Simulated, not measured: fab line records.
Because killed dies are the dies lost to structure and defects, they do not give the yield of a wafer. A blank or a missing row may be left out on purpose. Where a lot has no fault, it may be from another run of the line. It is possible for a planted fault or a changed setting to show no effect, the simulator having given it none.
Which tool did it?	flow n5_finfet	24 lots with 72 wafers sampled at 6 steps, on a route of 1938 steps

WHAT THE GAUGES SHOWED, per wafer
N5_BEOL_M6_INSPECT_30: inspects for defects (brightfield). Usual: raw_defect_count at 405, with a standard deviation of 84.
lot	measured	on	raw_defect_count	flag
L074	day 9 05:46	defect_inspect-02	488 421 573	
L075	day 9 10:21	defect_inspect-02	456 561 620	
L077	day 9 12:58	defect_inspect-02	375 447 335	
L076	day 9 13:08	defect_inspect-02	463 395 372	
L078	day 10 12:47	defect_inspect-01	215 259 322	
L079	day 10 16:07	defect_inspect-02	384 467 396	
L080	day 10 23:10	defect_inspect-02	415 540 451	
L081	day 10 23:20	defect_inspect-01	424 307 404	
L082	day 11 03:35	defect_inspect-01	523 256 470	
L085	day 11 17:35	defect_inspect-02	451 311 347	
L083	day 11 21:24	defect_inspect-01	396 312 360	
L087	day 12 00:20	defect_inspect-01	369 464 487	
L084	day 12 00:30	defect_inspect-01	336 330 447	
L086	day 12 04:39	defect_inspect-01	225 208 345	
L088	day 12 09:21	defect_inspect-01	270 391 286	
L089	day 12 16:50	defect_inspect-02	410 415 525	
L090	day 13 10:22	defect_inspect-02	312 442 311	
L092	day 13 17:38	defect_inspect-01	407 368 513	
L091	day 13 17:40	defect_inspect-01	381 346 452	
L093	day 14 00:47	defect_inspect-01	480 336 554	
L094	day 14 10:49	defect_inspect-02	390 500 499	
L097	day 14 16:22	defect_inspect-01	417 489 346	
L096	day 14 19:10	defect_inspect-01	284 353 288	
L095	day 14 19:22	defect_inspect-02	438 497 413	

N5_BEOL_M6_OCD_MEAS_38. Usual: trench_depth_nm at 93.4 nm, with a standard deviation of 1.7.
lot	measured	on	trench_depth_nm (nm)	flag
L074	day 9 06:13	ocd-02	95.2 91.0 94.4	
L075	day 9 10:49	ocd-02	95.3 96.0 95.5	
L077	day 9 13:26	ocd-02	95.1 93.4 95.1	
L076	day 9 14:13	ocd-02	93.5 90.9 93.4	
L078	day 10 13:14	ocd-02	92.3 93.7 93.8	
L079	day 10 16:38	ocd-02	90.5 91.1 91.0	
L080	day 10 23:38	ocd-02	94.5 95.6 96.0	
L081	day 10 23:52	ocd-02	93.1 93.4 91.8	
L082	day 11 04:03	ocd-02	91.3 90.1 90.7	
L085	day 11 18:03	ocd-02	94.8 94.3 93.0	
L083	day 11 21:52	ocd-02	95.0 94.8 95.0	
L087	day 12 00:47	ocd-02	93.9 95.3 94.4	
L084	day 12 00:58	ocd-02	92.9 90.6 93.6	
L086	day 12 05:07	ocd-02	95.5 92.2 93.4	
L088	day 12 09:49	ocd-02	93.9 94.9 93.8	
L089	day 12 17:17	ocd-02	92.0 94.3 95.3	
L090	day 13 11:01	ocd-02	93.8 96.0 93.9	
L092	day 13 18:07	ocd-01	93.8 94.7 90.5	
L091	day 13 18:10	ocd-01	95.0 94.7 93.9	
L093	day 14 01:15	ocd-01	90.4 91.9 94.5	
L094	day 14 11:17	ocd-02	94.5 95.4 95.6	
L097	day 14 16:49	ocd-02	94.5 90.3 94.0	
L096	day 14 20:15	ocd-01	94.9 91.0 94.5	
L095	day 14 20:54	ocd-01	93.2 93.7 90.8	

N5_BEOL_M6_THK_MEAS_53: measures by xrf. Usual: M6_THK gives 80.4 nm (standard deviation 2.1).
lot	measured	on	M6_THK (nm)	flag
L074	day 9 10:33	film_metro-02	83.7 77.4 82.1	
L075	day 9 14:36	film_metro-02	83.0 84.6 81.4	
L077	day 9 17:53	film_metro-01	82.5 81.3 83.5	
L076	day 9 18:21	film_metro-02	80.3 77.3 82.2	
L078	day 10 17:34	film_metro-02	79.1 82.0 81.4	
L079	day 10 19:21	film_metro-02	78.4 78.0 76.6	
L080	day 11 02:28	film_metro-02	80.9 81.5 82.8	
L081	day 11 03:20	film_metro-02	80.4 81.0 79.0	
L082	day 11 07:49	film_metro-01	79.7 76.4 75.6	
L085	day 11 21:46	film_metro-02	82.6 79.7 79.6	
L083	day 12 00:10	film_metro-02	84.2 83.9 83.7	
L087	day 12 03:32	film_metro-02	81.0 83.4 80.9	
L084	day 12 03:49	film_metro-01	77.6 75.1 80.2	
L086	day 12 07:34	film_metro-02	82.2 78.5 80.7	
L088	day 12 12:01	film_metro-02	80.1 83.5 81.3	
L089	day 12 20:18	film_metro-02	77.7 81.4 81.2	
L090	day 13 13:46	film_metro-01	80.0 80.8 79.9	
L092	day 13 21:19	film_metro-02	81.4 81.4 77.3	
L091	day 13 21:03	film_metro-02	82.1 83.2 84.1	
L093	day 14 03:40	film_metro-02	79.2 79.9 80.8	
L094	day 14 14:20	film_metro-02	81.0 79.7 80.6	
L097	day 14 19:59	film_metro-02	81.3 77.0 81.6	
L096	day 15 00:05	film_metro-01	81.9 78.8 81.6	
L095	day 15 00:21	film_metro-01	80.0 83.0 77.5	

WHAT TOOL EACH LOT RAN ON (gives the tool, then ch and the chambers of the sampled wafers, and finally the start)
lot	N5_BEOL_M6_VIA_ETCH_34	N5_BEOL_M6_DEGAS_44	N5_BEOL_M6_SURFACE_TREAT_79
L074	rie_diel-06 ch 2,3, day 9 05:58	pvd_sputter-02, day 9 07:40	pvd_sputter-02, day 9 08:05
L075	rie_diel-03 ch 2,3, day 9 10:34	pvd_sputter-03, day 9 11:38	pvd_sputter-02, day 9 13:28
L077	rie_diel-03 ch 1,2,3, day 9 13:11	pvd_sputter-03, day 9 14:19	pvd_sputter-02, day 9 14:49
L076	rie_diel-02 ch 1,2, day 9 13:58	pvd_sputter-02, day 9 14:56	pvd_sputter-03, day 9 16:44
L078	rie_diel-06 ch 0,3, day 10 12:59	pvd_sputter-02, day 10 14:15	pvd_sputter-01, day 10 16:10
L079	rie_diel-02 ch 0,1, day 10 16:23	pvd_sputter-01, day 10 17:18	pvd_sputter-02, day 10 17:49
L080	rie_diel-03 ch 2,3, day 10 23:23	pvd_sputter-03, day 11 00:25	pvd_sputter-01, day 11 00:53
L081	rie_diel-02 ch 0,1,3, day 10 23:37	pvd_sputter-01, day 11 00:32	pvd_sputter-03, day 11 01:02
L082	rie_diel-02 ch 0,1, day 11 03:48	pvd_sputter-02, day 11 04:49	pvd_sputter-01, day 11 05:17
L085	rie_diel-06 ch 1,3, day 11 17:48	pvd_sputter-02, day 11 18:38	pvd_sputter-03, day 11 19:04
L083	rie_diel-03 ch 0,2,3, day 11 21:37	pvd_sputter-01, day 11 22:34	pvd_sputter-01, day 11 23:00
L087	rie_diel-03 ch 0,2, day 12 00:32	pvd_sputter-03, day 12 02:06	pvd_sputter-01, day 12 02:32
L084	rie_diel-06 ch 1,2, day 12 00:43	pvd_sputter-01, day 12 02:16	pvd_sputter-01, day 12 02:41
L086	rie_diel-03 ch 0,1,2, day 12 04:52	pvd_sputter-03, day 12 05:53	pvd_sputter-01, day 12 06:22
L088	rie_diel-03 ch 0,2, day 12 09:34	pvd_sputter-02, day 12 10:27	pvd_sputter-01, day 12 10:58
L089	rie_diel-03 ch 0,1,3, day 12 17:02	pvd_sputter-02, day 12 18:13	pvd_sputter-01, day 12 19:04
L090	rie_diel-03 ch 0,2,3, day 13 10:46	pvd_sputter-03, day 13 11:34	pvd_sputter-01, day 13 12:00
L092	rie_diel-06 ch 0,1,2, day 13 17:52	pvd_sputter-01, day 13 19:14	pvd_sputter-02, day 13 19:50
L091	rie_diel-03 ch 1,2,3, day 13 17:55	pvd_sputter-03, day 13 19:15	pvd_sputter-03, day 13 19:50
L093	rie_diel-02 ch 0,1,2, day 14 01:00	pvd_sputter-03, day 14 01:47	pvd_sputter-03, day 14 02:13
L094	rie_diel-03 ch 0,3, day 14 11:03	pvd_sputter-03, day 14 12:16	pvd_sputter-03, day 14 12:43
L097	rie_diel-06 ch 1,2,3, day 14 16:34	pvd_sputter-02, day 14 17:35	pvd_sputter-03, day 14 18:00
L096	rie_diel-03 ch 0,1,2, day 14 20:01	pvd_sputter-01, day 14 20:56	pvd_sputter-02, day 14 22:41
L095	rie_diel-06 ch 1,2,3, day 14 20:40	pvd_sputter-01, day 14 22:52	pvd_sputter-02, day 14 23:16
- N5_BEOL_M6_VIA_ETCH_34: etches SiCOH lowk in C4F6/O2, target depth 126.3 nm, time 50.9 s.
- N5_BEOL_M6_DEGAS_44: time 60 s.
- N5_BEOL_M6_SURFACE_TREAT_79

WHAT THE TOOLS THEMSELVES READ (means of the sampled wafers that have a number; where no wafer has one, the mark that the record gives instead)
N5_BEOL_M6_VIA_ETCH_34. Usual: drypump_motor_current_A 5.7 A, standard deviation 0.48; oes_product_au 0.79 a.u., standard deviation 0.051; rf_vpp_V 667 V, standard deviation 13; showerhead_plenum_p_Torr 2.85 Torr, standard deviation 0.073; throttle_valve_pct 20.81 %, standard deviation 0.28.
lot	tool	drypump_motor_current_A (A)	oes_product_au (a.u.)	rf_vpp_V (V)	showerhead_plenum_p_Torr (Torr)	throttle_valve_pct (%)	flag
L074	rie_diel-06	6.2	0.79	666	2.84	21.04	
L075	rie_diel-03	5.9	0.79	658	2.86	20.57	
L077	rie_diel-03	5.9	0.83	669	2.88	20.61	
L076	rie_diel-02	5.1	0.87	647	2.79	21.08	
L078	rie_diel-06	6.3	0.82	657	2.83	21.10	
L079	rie_diel-02	5.2	0.78	663	2.81	21.10	
L080	rie_diel-03	5.7	0.81	658	2.87	20.56	
L081	rie_diel-02	5.3	0.75	662	2.86	21.05	
L082	rie_diel-02	5.1	0.78	663	2.81	21.11	
L085	rie_diel-06	5.4	0.73	681	2.76	21.07	
L083	rie_diel-03	5.7	0.79	665	2.90	20.50	
L087	rie_diel-03	5.5	0.80	671	2.94	20.40	
L084	rie_diel-06	5.0	0.74	680	2.73	21.00	
L086	rie_diel-03	5.7	0.82	675	2.92	20.54	
L088	rie_diel-03	5.5	0.80	672	2.94	20.41	
L089	rie_diel-03	5.9	0.79	675	2.89	20.58	
L090	rie_diel-03	5.7	0.77	664	2.89	20.52	
L092	rie_diel-06	5.5	0.76	669	2.75	21.05	
L091	rie_diel-03	5.9	0.79	668	2.86	20.66	
L093	rie_diel-02	5.2	0.77	654	2.80	21.14	
L094	rie_diel-03	5.6	0.77	670	2.91	20.46	
L097	rie_diel-06	5.6	0.73	673	2.77	21.08	
L096	rie_diel-03	5.7	0.80	674	2.91	20.57	
L095	rie_diel-06	5.6	0.74	672	2.77	21.07	

N5_BEOL_M6_DEGAS_44. Usual: heater_power_w at 342 W, with a standard deviation of 39.
lot	tool	heater_power_w (W)	flag
L074	pvd_sputter-02	359	
L075	pvd_sputter-03	360	
L077	pvd_sputter-03	336	
L076	pvd_sputter-02	353	
L078	pvd_sputter-02	411	
L079	pvd_sputter-01	340	
L080	pvd_sputter-03	322	
L081	pvd_sputter-01	339	
L082	pvd_sputter-02	385	
L085	pvd_sputter-02	293	
L083	pvd_sputter-01	349	
L087	pvd_sputter-03	334	
L084	pvd_sputter-01	347	
L086	pvd_sputter-03	336	
L088	pvd_sputter-02	367	
L089	pvd_sputter-02	358	
L090	pvd_sputter-03	338	
L092	pvd_sputter-01	352	
L091	pvd_sputter-03	321	
L093	pvd_sputter-03	337	
L094	pvd_sputter-03	332	
L097	pvd_sputter-02	338	
L096	pvd_sputter-01	339	
L095	pvd_sputter-01	347	

THE ANSWER, worked out from the rows above alone
Rule: lot off if the mean of its wafers having a number is beyond 3 standard deviations from the usual mean. A lot without any number at a reading at which 4 lots or more have one is off too. Any other lot the step has rows for is counted as sound. The gauges are gone through in route order, then the tools' own readings, and for those a lot's mean is taken as printed above. At the first step where some lot is off, the reading lying furthest off is the one used; lots without a number count as furthest.
No lot is off at any reading shown: from this, nothing can be told.

WHAT HAD BEEN PUT IN BY THE SIMULATOR
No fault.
